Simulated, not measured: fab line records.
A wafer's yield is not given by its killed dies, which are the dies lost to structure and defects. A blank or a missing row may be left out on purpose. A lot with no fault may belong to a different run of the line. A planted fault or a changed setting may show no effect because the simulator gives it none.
fab line records	flow n5-finfet
[record] lots = 7	wafers = 39
route steps=1938 shown BEOL_M2@890 BEOL_M4@1037 BEOL_M7@1266 BEOL_M9@1419
start-h: hours from the record's opening day to when the first of the lot's shown wafers began	wait-h: hours elapsed since this lot's preceding step	" repeats the value in the row above	L1.1+2: a single row standing in for several wafers	- either no value or no given start	* or withheld: withheld	< > ~ a bound
route shown NAME@n: names a module that has steps shown in the file, with the first one's number in the route	usual: mean and standard deviation over wafers with no fault	same: alike in all rows	chamber/n: place in a boat	sites: readings site by site	_std_site: how widely they spread, as a standard deviation	_edge_site: mean of outer sites minus mean of inner sites	radius-mm: for every site, how far away it sits from the centre of the wafer	mask NAME#n: copy n	behind: the most recent tool/chamber to have shaped the wafer	hold: what put the lot on hold/how long, in hours/how the hold closed	device: the transistor (n, p or np) that didn't switch	end of line: the tests these same wafers got at the end of their route	a step with no rows: only its recipe	killed: the dies lost at the first sort to structure and to defects; this is not the yield of the wafer	map: per-die view of a wafer (x killed, . not killed, _ where there is no die)
set.NAME: setting as actually run; set.NAME@STEP: the setting as run at that earlier step	model.NAME: the simulator's own value behind a step, which no gauge read
one table per step and one row per wafer, for lots whose settings were changed on purpose
[[steps]]
[step N5_BEOL_M2_TRENCH_ETCH_37]
[recipe] chemistry = C4F6/O2	target-depth-a = 555.55	target = SiOC	time-s = 29.2	ion-energy-ev = 250	pressure-mtorr = 30	source-w = 355	bias-w = 185	Ar_flow_sccm = 300	C4F6_flow_sccm = 10	O2_flow_sccm = 10
lot.wafer	tool	chamber	start-h	wait-h	set.target-depth-a	model.BEOL_M2.feature-depth-nm	model.etch.depth-nm	model.TiN_of_BEOL_M2_HM_DEP_02.thk-nm
L082.1	rie-diel-01	2	-	-	555.55	56	55.94	17.8
L082.2	"	3	"	"	667.6	66.2	66.12	17.4
L082.3	"	1	"	"	555.55	55.8	55.79	17.6
L082.4	"	0	"	"	555.55	55.4	55.46	17.8
L082.5	"	1	"	"	667.6	68	68.08	17.4
L082.6	"	0	"	"	667.6	65.8	65.83	17.4
L083.1	rie-diel-01	1	-	-	555.55	55.4	55.38	18.2
L083.2	"	2	"	"	555.55	55.4	55.34	18
L083.3	"	0	"	"	647.5	63.8	63.82	17.4
L083.4	"	3	"	"	555.55	54.2	54.19	18
L083.5	"	3	"	"	647.5	63.6	63.7	18
L083.6	"	2	"	"	647.5	64.6	64.61	17.4
L085.1	rie-diel-01	2	-	-	842.8	84.2	84.13	17
L085.2	"	3	"	"	555.55	55.4	55.3	18
L085.3	"	0	"	"	842.8	83	83.03	16.6
L085.4	"	1	"	"	842.8	84.4	84.48	16.4
L085.5	"	3	"	"	555.55	55.2	55.26	17.6
L085.6	"	0	"	"	555.55	54.6	54.6	18
L090.3	rie-diel-04	2	-	-	555.55	55.8	55.83	17.4
L090.5	"	0	"	"	555.55	54.4	54.42	17.4
L090.6	"	1	"	"	555.55	54.6	54.58	17.4
L093.1	rie-diel-02	2	-	-	555.55	56	55.92	17.8
L093.2	"	0	"	"	746.2	74.2	74.23	17.2
L093.3	"	1	"	"	746.2	76.6	76.63	17
L093.4	"	3	"	"	746.2	75.4	75.34	17
L093.5	"	1	"	"	555.55	56.6	56.6	17.6
L093.6	"	0	"	"	555.55	55.8	55.79	17.8
L094.1	rie-diel-04	0	-	-	555.55	54.2	54.21	17.8
L094.2	"	2	"	"	555.55	55.8	55.75	17.8
L094.3	"	3	"	"	555.55	54.6	54.56	18
L094.4	"	1	"	"	555.55	53.4	53.49	17.8
L094.5	"	2	"	"	555.55	55.2	55.27	17.8
L094.6	"	1	"	"	555.55	54	54.01	18
L096.1	rie-diel-04	0	-	-	873.5	85.8	85.86	16.2
L096.2	"	2	"	"	873.5	89	88.91	16.2
L096.3	"	3	"	"	555.55	54.8	54.88	17.4
L096.4	"	0	"	"	555.55	54.8	54.75	17.6
L096.5	"	3	"	"	873.5	86.6	86.56	16
L096.6	"	2	"	"	555.55	56.2	56.18	17.4
[step N5_BEOL_M2_ETCH_41]
[recipe] chemistry = CH3F/O2	target = SiCN	target-depth-a = 299	taper-deg = 2	time-s = 52.5	ion-energy-ev = 120	mask-material = TiN	pressure-mtorr = 30	source-w = 395	bias-w = 75	Ar_flow_sccm = 150	CH3F_flow_sccm = 30	O2_flow_sccm = 20
[step N5_BEOL_M2_STRIP_97]
[recipe] chemistry = N2/H2	time-s = 10	power-w = 450	temp-c = 40	pressure-mtorr = 20	rf-frequency-hz = 6e+07	bias-power-w = 7	n2-flow-sccm = 200	h2-flow-sccm = 200
[step N5_BEOL_M2_OCD_MEAS_38]
[usual] trench-depth-nm = 55.5/0.78
lot.wafer	tool	chamber	start-h	wait-h	set.target-depth-a@BEOL_M2_TRENCH_ETCH_37	trench-depth-nm
L082.1	ocd-02	-	186.75	-	555.55	56.0
L082.2	"	-	"	"	667.6	66.1
L082.3	"	-	"	"	555.55	56.2
L082.4	"	-	"	"	555.55	55.1
L082.5	"	-	"	"	667.6	67.6
L082.6	"	-	"	"	667.6	66.3
L083.1	ocd-02	-	194.78	-	555.55	55.6
L083.2	"	-	"	"	555.55	55.4
L083.3	"	-	"	"	647.5	64.0
L083.4	"	-	"	"	555.55	53.8
L083.5	"	-	"	"	647.5	63.9
L083.6	"	-	"	"	647.5	64.8
L085.1	ocd-01	-	197.75	-	842.8	84.4
L085.2	"	-	"	"	555.55	55.5
L085.3	"	-	"	"	842.8	82.5
L085.4	"	-	"	"	842.8	85.1
L085.5	"	-	"	"	555.55	55.3
L085.6	"	-	"	"	555.55	54.7
L090.3	ocd-02	-	242.55	-	555.55	55.9
L090.5	"	-	"	"	555.55	54.4
L090.6	"	-	"	"	555.55	54.3
L093.1	ocd-01	-	255.51	-	555.55	55.6
L093.2	"	-	"	"	746.2	74.1
L093.3	"	-	"	"	746.2	76.7
L093.4	"	-	"	"	746.2	75.5
L093.5	"	-	"	"	555.55	56.4
L093.6	"	-	"	"	555.55	55.6
L094.1	ocd-01	-	259.68	-	555.55	54.4
L094.2	"	-	"	"	555.55	55.8
L094.3	"	-	"	"	555.55	54.7
L094.4	"	-	"	"	555.55	53.3
L094.5	"	-	"	"	555.55	55.6
L094.6	"	-	"	"	555.55	54.0
L096.1	ocd-01	-	272.84	-	873.5	86.0
L096.2	"	-	"	"	873.5	89.0
L096.3	"	-	"	"	555.55	55.0
L096.4	"	-	"	"	555.55	54.7
L096.5	"	-	"	"	873.5	86.4
L096.6	"	-	"	"	555.55	56.2
[step N5_BEOL_M2_HM_STRIP_39]
[recipe] chemistry = peroxide-tin-strip	material = TiN	target-depth-a = 250	temp-c = 50	time-s = 158
[step N5_BEOL_M2_SRD_40]
[recipe] time-s = 30	temp-c = 23	rinse-liquid = diw	dry = ipa-marangoni
[step N5_BEOL_M2_ECD_50]
[recipe] material = Cu	target-thk-a = 3000
[step N5_BEOL_M2_ANNEAL_51]
[recipe] temp-c = 225	time-s = 90	ambient = N2
[step N5_BEOL_M2_CMP_52]
[recipe] stop-on = SiOC	t-overpolish-s = 6.8	down-force-psi = 1	platen-rpm = 50	clearing-platen-down-force-psi = 1.5	clearing-platen-rpm = 50	post-cmp-clean = cu-alkaline	target-thk-nm = 40	clearing-platen-pad-velocity-m-s = 0.99484	pad-velocity-m-s = 0.99484
lot.wafer	tool	chamber	start-h	wait-h	set.target-depth-a@BEOL_M2_TRENCH_ETCH_37	model.Cu_of_BEOL_M2_ECD_50.thk-nm
L082.2	cmp-03	2	190.43	0.4	667.6	49.2
L082.1	"	3	"	"	555.55	41.2
L082.4	"	0	"	"	555.55	39.2
L082.3	"	1	"	"	555.55	41.6
L082.5	"	2	"	"	667.6	52.6
L082.6	"	3	"	"	667.6	51
L083.3+5	cmp-04	0	198.08	0.2	647.5	50
L083.4	"	1	"	"	555.55	39.4
L083.2	"	2	"	"	555.55	40.4
L083.1	"	3	"	"	555.55	41.2
L083.6	"	1	"	"	647.5	50.4
L085.3	cmp-02	0	201.18	0.2	842.8	67.6
L085.2	"	1	"	"	555.55	41.4
L085.1	"	2	"	"	842.8	69.8
L085.4	"	3	"	"	842.8	67.8
L085.6	"	0	"	"	555.55	39.8
L085.5	"	1	"	"	555.55	40.6
L090.3	cmp-04	0	246.27	0.2	555.55	39.6
L090.5	"	2	"	"	555.55	38.2
L090.6	"	3	"	"	555.55	38.6
L093.2	cmp-02	3	260.06	1.2	746.2	57.8
L093.1	"	0	"	"	555.55	41.2
L093.3	"	1	"	"	746.2	61.4
L093.4	"	2	"	"	746.2	59.8
L093.6	"	3	"	"	555.55	39
L093.5	"	0	"	"	555.55	41.8
L094.2	cmp-02	0	263.80	0.2	555.55	40.8
L094.3	"	1	"	"	555.55	39
L094.4	"	2	"	"	555.55	37.2
L094.1	"	3	"	"	555.55	36.8
L094.6	"	0	"	"	555.55	38.6
L094.5	"	1	"	"	555.55	40.6
L096.2	cmp-04	1	276.74	0.2	873.5	72.6
L096.4	"	2	"	"	555.55	38.2
L096.3	"	3	"	"	555.55	38.8
L096.1	"	0	"	"	873.5	69.6
L096.6	"	1	"	"	555.55	41.2
L096.5	"	2	"	"	873.5	69.8
[step N5_BEOL_M2_THK_MEAS_53]
[recipe] thk-meas-gauge = xrf	reads = Cu_of_BEOL_M2_ECD_50
[usual] M2_THK = 40.7/1.5
lot.wafer	tool	chamber	start-h	wait-h	set.target-depth-a@BEOL_M2_TRENCH_ETCH_37	M2_THK[nm]
L082.1	film-metro-02	-	190.72	-	555.55	41.8
L082.2	"	-	"	"	667.6	49.9
L082.3	"	-	"	"	555.55	41.9
L082.4	"	-	"	"	555.55	39.8
L082.5	"	-	"	"	667.6	53.2
L082.6	"	-	"	"	667.6	51.7
L083.1	film-metro-01	-	198.38	-	555.55	41.6
L083.2	"	-	"	"	555.55	40.7
L083.3	"	-	"	"	647.5	50.4
L083.4	"	-	"	"	555.55	39.7
L083.5	"	-	"	"	647.5	50.7
L083.6	"	-	"	"	647.5	50.8
L085.1	film-metro-02	-	201.48	-	842.8	70.7
L085.2	"	-	"	"	555.55	41.8
L085.3	"	-	"	"	842.8	68.6
L085.4	"	-	"	"	842.8	68.8
L085.5	"	-	"	"	555.55	41.2
L085.6	"	-	"	"	555.55	40.1
L090.3	film-metro-02	-	246.49	-	555.55	39.8
L090.5	"	-	"	"	555.55	38.3
L090.6	"	-	"	"	555.55	39.1
L093.1	film-metro-01	-	260.36	-	555.55	41.4
L093.2	"	-	"	"	746.2	58.1
L093.3	"	-	"	"	746.2	61.8
L093.4	"	-	"	"	746.2	60.3
L093.5	"	-	"	"	555.55	41.8
L093.6	"	-	"	"	555.55	39.0
L094.1	film-metro-02	-	264.10	-	555.55	37.5
L094.2	"	-	"	"	555.55	41.4
L094.3	"	-	"	"	555.55	39.6
L094.4	"	-	"	"	555.55	37.9
L094.5	"	-	"	"	555.55	41.1
L094.6	"	-	"	"	555.55	39.2
L096.1	film-metro-01	-	277.04	-	873.5	70.6
L096.2	"	-	"	"	873.5	73.4
L096.3	"	-	"	"	555.55	39.5
L096.4	"	-	"	"	555.55	38.6
L096.5	"	-	"	"	873.5	70.3
L096.6	"	-	"	"	555.55	41.7
[step N5_BEOL_M2_PRE_CLEAN_60]
[recipe] gas = NH3/H2	time-s = 15	temp-c = *	rf-power-w = 300
[step N5_BEOL_M2_CO_CAP_55]
[recipe] material = Co	target-thk-a = 20	temp-c = 200	precursor = CCTBA/H2	pressure-torr = 30	time-s = 102.1
[step N5_BEOL_M2_PRE_CLEAN_56]
[recipe] gas = NH3	time-s = 15	temp-c = withheld	rf-power-w = 300
[step N5_BEOL_M2_DEP_57]
[recipe] material = SiCN	target-thk-a = 80	temp-c = withheld	precursor = 3MS/NH3	pressure-torr = 3	rf-w = 202	time-s = 14
[step N5_BEOL_M2_RS_MEAS_58]
[recipe] thk-meas-gauge = four-point-probe	reads = Co_of_BEOL_M2_CO_CAP_55+Cu_of_BEOL_M2_ECD_50+Co_of_BEOL_M2_CVD_47+TaN_of_BEOL_M2_ALD_84
[usual] M2_RS = 0.66/0.032
lot.wafer	tool	chamber	start-h	wait-h	set.target-depth-a@BEOL_M2_TRENCH_ETCH_37	M2_RS[ohm/sq]
L082.1	film-metro-02	-	190.98	0.0	555.55	0.64
L082.2	"	-	"	"	667.6	0.51
L082.3	"	-	"	"	555.55	0.64
L082.4	"	-	"	"	555.55	0.69
L082.5	"	-	"	"	667.6	0.47
L082.6	"	-	"	"	667.6	0.49
L083.1	film-metro-01	-	198.64	0.0	555.55	0.64
L083.2	"	-	"	"	555.55	0.66
L083.3	"	-	"	"	647.5	0.50
L083.4	"	-	"	"	555.55	0.68
L083.5	"	-	"	"	647.5	0.50
L083.6	"	-	"	"	647.5	0.50
L085.1	film-metro-02	-	201.74	0.0	842.8	0.34
L085.2	"	-	"	"	555.55	0.64
L085.3	"	-	"	"	842.8	0.35
L085.4	"	-	"	"	842.8	0.35
L085.5	"	-	"	"	555.55	0.65
L085.6	"	-	"	"	555.55	0.67
L090.3	film-metro-02	-	246.75	0.1	555.55	0.68
L090.5	"	-	"	"	555.55	0.71
L090.6	"	-	"	"	555.55	0.70
L093.1	film-metro-02	-	260.72	0.0	555.55	0.64
L093.2	"	-	"	"	746.2	0.42
L093.3	"	-	"	"	746.2	0.39
L093.4	"	-	"	"	746.2	0.40
L093.5	"	-	"	"	555.55	0.63
L093.6	"	-	"	"	555.55	0.69
L094.1	film-metro-02	-	264.44	0.1	555.55	0.74
L094.2	"	-	"	"	555.55	0.65
L094.3	"	-	"	"	555.55	0.69
L094.4	"	-	"	"	555.55	0.74
L094.5	"	-	"	"	555.55	0.66
L094.6	"	-	"	"	555.55	0.70
L096.1	film-metro-02	-	277.30	0.0	873.5	0.34
L096.2	"	-	"	"	873.5	0.32
L096.3	"	-	"	"	555.55	0.69
L096.4	"	-	"	"	555.55	0.71
L096.5	"	-	"	"	873.5	0.34
L096.6	"	-	"	"	555.55	0.64
[step N5_BEOL_M4_DESCUM_16]
[recipe] chemistry = O2	time-s = 7	source-power-w = 50	bias-power-w = 20	pressure-mtorr = 20	rf-frequency-hz = 2.712e+07	temp-c = 40	resist = CAR-EUV	o2-flow-sccm = 225
lot.wafer	tool	chamber	start-h	wait-h	set.time-s	model.CAR-EUV_of_BEOL_M4_COAT_05.thk-nm
L082.1	rie-diel-04	2	206.52	0.0	7	26
L082.2+5	"	0,2	"	"	3.84	27.6
L082.3+6	"	3,1	"	"	7	26.2
L082.4	"	1	"	"	3.84	27.8
L083.1+2	rie-diel-01	2,0	210.80	0.2	7	26.2
L083.3	"	3	"	"	7	26.4
L083.4+5+6	"	1,3,0	"	"	4.15	27.6
L085.1+3+6	rie-diel-02	1,3,1	221.91	0.0	4.31	27.4
L085.2+4+5	"	2,3,2	"	"	7	26
L090.3+5+6	rie-diel-01	3,2,3	257.50	0.0	7	26.2
L093.1+4+5	rie-diel-04	2,0,0	290.21	0.0	9.05	25
L093.2+3	"	1,3	"	"	7	26.2
L093.6	"	3	"	"	7	26
L094.1+5	rie-diel-02	3	294.26	0.0	7	25.8
L094.2+6	"	1,0	"	"	4.038	27.6
L094.3	"	2	"	"	4.038	27.4
L094.4	"	0	"	"	7	26
L096.1+3+5+6	rie-diel-02	2,3,3,2	296.67	0.0	7	26
L096.2+4	"	1,0	"	"	7	26.2
[step N5_BEOL_M4_ETCH_74]
[recipe] chemistry = N2/H2	target = underlayer	target-depth-a = 65	mask-material = CAR-EUV	time-s = 5.2	ion-energy-ev = 200	pressure-mtorr = 30	source-w = 840	bias-w = 150	n2-flow-sccm = 200	h2-flow-sccm = 200	ends = cleared
lot.wafer	tool	chamber	start-h	wait-h	set.time-s@BEOL_M4_DESCUM_16	model.CAR-EUV_of_BEOL_M4_COAT_05.thk-nm
L082.1	rie-diel-04	2	206.56	0.0	7	20.2
L082.2+4	"	0,1	"	"	3.84	22
L082.3+6	"	3,1	"	"	7	20.4
L082.5	"	2	"	"	3.84	21.8
L083.1	rie-diel-01	2	210.83	0.0	7	20.6
L083.2+3	"	0,3	"	"	7	20.4
L083.4+5+6	"	1,3,0	"	"	4.15	21.8
L085.1+3+6	rie-diel-02	1,3,1	221.94	0.0	4.31	21.6
L085.2+5	"	2	"	"	7	20.4
L085.4	"	3	"	"	7	20.2
L090.3+5	rie-diel-01	3,2	257.54	0.0	7	20.4
L090.6	"	3	"	"	7	20.6
L093.1	rie-diel-04	2	290.25	0.0	9.05	19.2
L093.2+3+6	"	1,3,3	"	"	7	20.4
L093.4+5	"	0	"	"	9.05	19.4
L094.1+4	rie-diel-02	3,0	294.30	0.0	7	20.2
L094.2+6	"	1,0	"	"	4.038	21.8
L094.3	"	2	"	"	4.038	21.6
L094.5	"	3	"	"	7	20
L096.1+2+5+6	rie-diel-02	2,1,3,2	296.71	0.0	7	20.4
L096.3	"	3	"	"	7	20.2
L096.4	"	0	"	"	7	20.6
[step N5_BEOL_M7_PECVD_70]
[recipe] material = SiO2	target-thk-a = 200	temp-c = 400	precursor = TEOS/O2	pressure-torr = 5.5	rf-w = 450	teos-flow-sccm = 53.8	gas = O2	flow-sccm = 3000	time-s = 22.7
lot.wafer	tool	chamber	start-h	wait-h	set.time-s	model.SiO2_of_BEOL_M7_PECVD_70.thk-nm
L082.1+2	pecvd-03	1,0	240.16	0.0	22.7	19.6
L082.3	"	2	"	"	22.7	19.4
L082.4	"	0	"	"	22.7	20
L082.5	"	1	"	"	22.7	19.8
L082.6	"	2	"	"	22.7	20.2
L083.1+2	pecvd-02	1,0	247.65	0.0	22.7	19.8
L083.3	"	2	"	"	22.7	20
L083.4+5+6	"	1,2,0	"	"	22.7	20.2
L085.1+4	pecvd-03	0,1	254.19	0.0	22.7	19.8
L085.2	"	1	"	"	30.41	26
L085.3	"	2	"	"	30.41	26.4
L085.5	"	2	"	"	22.7	20.2
L085.6	"	0	"	"	30.41	26.8
L090.3+5+6	pecvd-04	2,2,0	291.03	0.1	22.7	20
L093.1	pecvd-03	1	320.86	0.0	10.62	9.2
L093.2	"	0	"	"	10.62	9.4
L093.3	"	2	"	"	22.7	19.6
L093.4	"	0	"	"	22.7	20
L093.5	"	2	"	"	22.7	19.8
L093.6	"	1	"	"	10.62	9.6
L094.1+5+6	pecvd-03	2,0,1	328.13	0.0	17.45	15.2
L094.2	"	0	"	"	22.7	19.4
L094.3	"	1	"	"	22.7	19.6
L094.4	"	2	"	"	22.7	20
L096.1+3	pecvd-04	2,1	331.12	0.0	29.1	25.2
L096.2+5	"	0,1	"	"	22.7	20
L096.4	"	0	"	"	22.7	20.2
L096.6	"	2	"	"	29.1	25.6
[step N5_BEOL_M9_ETCH_62]
[recipe] chemistry = N2/H2	target = SOC	target-depth-a = 1100	overetch-a = 220	mask-material = SiARC	temp-c = 40	time-s = 165	ion-energy-ev = 200	pressure-mtorr = 30	source-w = 840	bias-w = 150	n2-flow-sccm = 200	h2-flow-sccm = 200
lot.wafer	tool	chamber	start-h	wait-h	set.time-s	model.etch.depth-nm	model.SiARC_of_BEOL_M9_COAT_60.thk-nm
L082.1	rie-diel-03	0	259.78	0.1	165	100.3	23.8
L082.2	"	1	"	"	165	100.3	23.6
L082.3	"	1	"	"	165	100.6	23.6
L082.4	"	0	"	"	165	100.4	23.8
L082.5	"	0	"	"	165	100.7	23.6
L082.6	"	1	"	"	165	100.4	23.6
L083.1	rie-diel-03	2	272.27	0.0	165	100.1	23.8
L083.2	"	0	"	"	165	99.95	23.8
L083.3	"	1	"	"	165	99.86	23.8
L083.4	"	3	"	"	165	99.76	23.2
L083.5	"	0	"	"	165	100	24
L083.6	"	3	"	"	165	99.96	23.2
L085.1	rie-diel-03	1	272.56	0.0	165	100.4	23.6
L085.2	"	3	"	"	93.45	75.58	26.2
L085.3	"	2	"	"	93.45	73.56	26.4
L085.4	"	0	"	"	165	100.1	23.8
L085.5	"	1	"	"	93.45	73.6	26.4
L085.6	"	2	"	"	165	100.2	23.6
L090.3	rie-diel-06	3	310.81	0.0	165	100.1	23.4
L090.5	"	3	"	"	165	100	23.4
L090.6	"	0	"	"	165	100.3	23.2
L093.1	rie-diel-03	2	341.88	0.0	165	99.66	23.4
L093.2	"	1	"	"	235.2	99.66	20.8
L093.3	"	3	"	"	165	99.34	23
L093.4	"	0	"	"	235.2	99.69	20.8
L093.5	"	3	"	"	235.2	99.69	20.2
L093.6	"	2	"	"	165	99.57	23.6
L094.1	rie-diel-03	0	347.86	0.0	235.2	100.3	21.2
L094.2	"	1	"	"	165	100.1	23.6
L094.3+5	"	2	"	"	235.2	100.2	21
L094.4	"	3	"	"	165	100.2	23.2
L094.6	"	3	"	"	165	100.1	23.4
L096.1	rie-diel-06	2	348.37	0.0	87.21	69.27	26.6
L096.2	"	1	"	"	87.21	71.2	26.4
L096.3	"	0	"	"	165	100.2	23.2
L096.4	"	3	"	"	165	99.91	23.4
L096.5	"	1	"	"	165	99.83	23.4
L096.6	"	0	"	"	87.21	70.94	26.4
[[key]]
[split] step = N5_BEOL_M2_TRENCH_ETCH_37	setting = target-depth-a	stated = 555.55	by = wafer
[response] step = N5_BEOL_M2_TRENCH_ETCH_37	reading = model.BEOL_M2.feature-depth-nm	change = +0.556	per = 1%	r = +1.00
[response] step = N5_BEOL_M2_TRENCH_ETCH_37	reading = model.etch.depth-nm	change = +0.557	per = 1%	r = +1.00
[response] step = N5_BEOL_M2_TRENCH_ETCH_37	reading = model.TiN_of_BEOL_M2_HM_DEP_02.thk-nm	change = -0.0225	per = 1%	r = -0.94
[response] step = N5_BEOL_M2_OCD_MEAS_38	reading = trench-depth-nm	change = +0.559	per = 1%	r = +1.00
[response] step = N5_BEOL_M2_CMP_52	reading = model.Cu_of_BEOL_M2_ECD_50.thk-nm	change = +0.544	per = 1%	r = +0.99
[response] step = N5_BEOL_M2_THK_MEAS_53	reading = M2_THK	change = +0.551	per = 1%	r = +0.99
[response] step = N5_BEOL_M2_RS_MEAS_58	reading = M2_RS	change = -0.0065	per = 1%	r = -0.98
[split] step = N5_BEOL_M4_DESCUM_16	setting = time-s	stated = 7	by = wafer
[response] step = N5_BEOL_M4_DESCUM_16	reading = model.CAR-EUV_of_BEOL_M4_COAT_05.thk-nm	change = -0.0359	per = 1%	r = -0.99
[response] step = N5_BEOL_M4_ETCH_74	reading = model.CAR-EUV_of_BEOL_M4_COAT_05.thk-nm	change = -0.0351	per = 1%	r = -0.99
[split] step = N5_BEOL_M7_PECVD_70	setting = time-s	stated = 22.7	by = wafer
[response] step = N5_BEOL_M7_PECVD_70	reading = model.SiO2_of_BEOL_M7_PECVD_70.thk-nm	change = +0.193	per = 1%	r = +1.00
[split] step = N5_BEOL_M9_ETCH_62	setting = time-s	stated = 165	by = wafer
[response] step = N5_BEOL_M9_ETCH_62	reading = model.etch.depth-nm	shape = bent	at-lowest = 70.47	at-stated = 100.1	at-highest = 99.96
[response] step = N5_BEOL_M9_ETCH_62	reading = model.SiARC_of_BEOL_M9_COAT_60.thk-nm	change = -0.062	per = 1%	r = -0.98
